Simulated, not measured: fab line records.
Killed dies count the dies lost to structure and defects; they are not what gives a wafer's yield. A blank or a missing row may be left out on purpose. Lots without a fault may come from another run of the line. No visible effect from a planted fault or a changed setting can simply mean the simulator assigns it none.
Chamber matching :: flow n5-finfet :: ald-sin-01 running N5_BEOL_M0_SAQP_ALD_48: 4 sister chambers
The step deposits SiO2, target thk 20 nm, pulse time 1 s, co reactant pulse time 1 s. 16 wafers are shown with their chamber, then 8 later ones without.

WAFERS PAIRED WITH THEIR CHAMBERS
wafer: L076.2
chamber: 1
heater-power-w (W): 65
precursor-pulse-height-rel: 0.994

wafer: L076.3
chamber: 2
heater-power-w (W): 77
precursor-pulse-height-rel: 0.984

wafer: L076.6
chamber: 2
heater-power-w (W): 75
precursor-pulse-height-rel: 0.999

wafer: L077.3
chamber: 3
heater-power-w (W): 81
precursor-pulse-height-rel: 0.990

wafer: L077.4
chamber: 2
heater-power-w (W): 75
precursor-pulse-height-rel: 1.008

wafer: L077.6
chamber: 3
heater-power-w (W): 85
precursor-pulse-height-rel: 0.992

wafer: L083.1
chamber: 3
heater-power-w (W): 84
precursor-pulse-height-rel: 1.019

wafer: L083.2
chamber: 0
heater-power-w (W): 83
precursor-pulse-height-rel: 0.961

wafer: L083.4
chamber: 1
heater-power-w (W): 67
precursor-pulse-height-rel: 1.043

wafer: L088.1
chamber: 1
heater-power-w (W): 63
precursor-pulse-height-rel: 1.006

wafer: L088.3
chamber: 0
heater-power-w (W): 82
precursor-pulse-height-rel: 0.984

wafer: L088.4
chamber: 2
heater-power-w (W): 81
precursor-pulse-height-rel: 0.985

wafer: L091.2
chamber: 0
heater-power-w (W): 81
precursor-pulse-height-rel: 1.038

wafer: L091.5
chamber: 0
heater-power-w (W): 81
precursor-pulse-height-rel: 0.977

wafer: L091.6
chamber: 1
heater-power-w (W): 64
precursor-pulse-height-rel: 0.976

wafer: L092.1
chamber: 1
heater-power-w (W): 63
precursor-pulse-height-rel: 0.989

SIGNATURES (averages over the wafers above)
reading: heater-power-w
chamber 0: 81.75
chamber 1: 64.40
chamber 2: 77.00
chamber 3: 83.33
scatter within a chamber: 1.97

reading: precursor-pulse-height-rel
chamber 0: 0.99000
chamber 1: 1.00160
chamber 2: 0.99400
chamber 3: 1.00033
scatter within a chamber: 0.0239
Rule: a wafer's distance from a chamber is the root of the sum, over the readings, of the square of ((its reading less the chamber's mean) divided by the reading's scatter). If the next closest chamber is less than 2 further off than the closest, the wafer can't be placed; otherwise it belongs to the closest. The scatter: take each reading less its chamber's mean, square it, sum over the shown wafers, divide by the number of wafers less the number of chambers, and take the root.

WAFERS WITHOUT THEIR CHAMBER
wafer: L092.4
heater-power-w (W): 83
precursor-pulse-height-rel: 0.990

wafer: L092.6
heater-power-w (W): 83
precursor-pulse-height-rel: 1.019

wafer: L093.3
heater-power-w (W): 65
precursor-pulse-height-rel: 0.978

wafer: L093.4
heater-power-w (W): 82
precursor-pulse-height-rel: 1.012

wafer: L093.6
heater-power-w (W): 79
precursor-pulse-height-rel: 1.005

wafer: L096.2
heater-power-w (W): 81
precursor-pulse-height-rel: 0.991

wafer: L096.4
heater-power-w (W): 78
precursor-pulse-height-rel: 1.026

wafer: L096.5
heater-power-w (W): 84
precursor-pulse-height-rel: 1.032

WHICH CHAMBER EACH ONE RAN IN
wafer: L092.4
from the rows above: can't be placed: 3 or 0
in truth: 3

wafer: L092.6
from the rows above: can't be placed: 3 or 0
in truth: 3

wafer: L093.3
from the rows above: 1
in truth: 1

wafer: L093.4
from the rows above: can't be placed: 3 or 0 or 2
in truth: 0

wafer: L093.6
from the rows above: can't be placed: 2 or 0 or 3
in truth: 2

wafer: L096.2
from the rows above: can't be placed: 0 or 3 or 2
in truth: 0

wafer: L096.4
from the rows above: can't be placed: 2 or 0 or 3
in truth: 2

wafer: L096.5
from the rows above: can't be placed: 3 or 0
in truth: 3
Correctly placed: 1 of 8. These rows do not allow placing 7 (true chamber among the candidates in 7). Wrongly placed: 0.
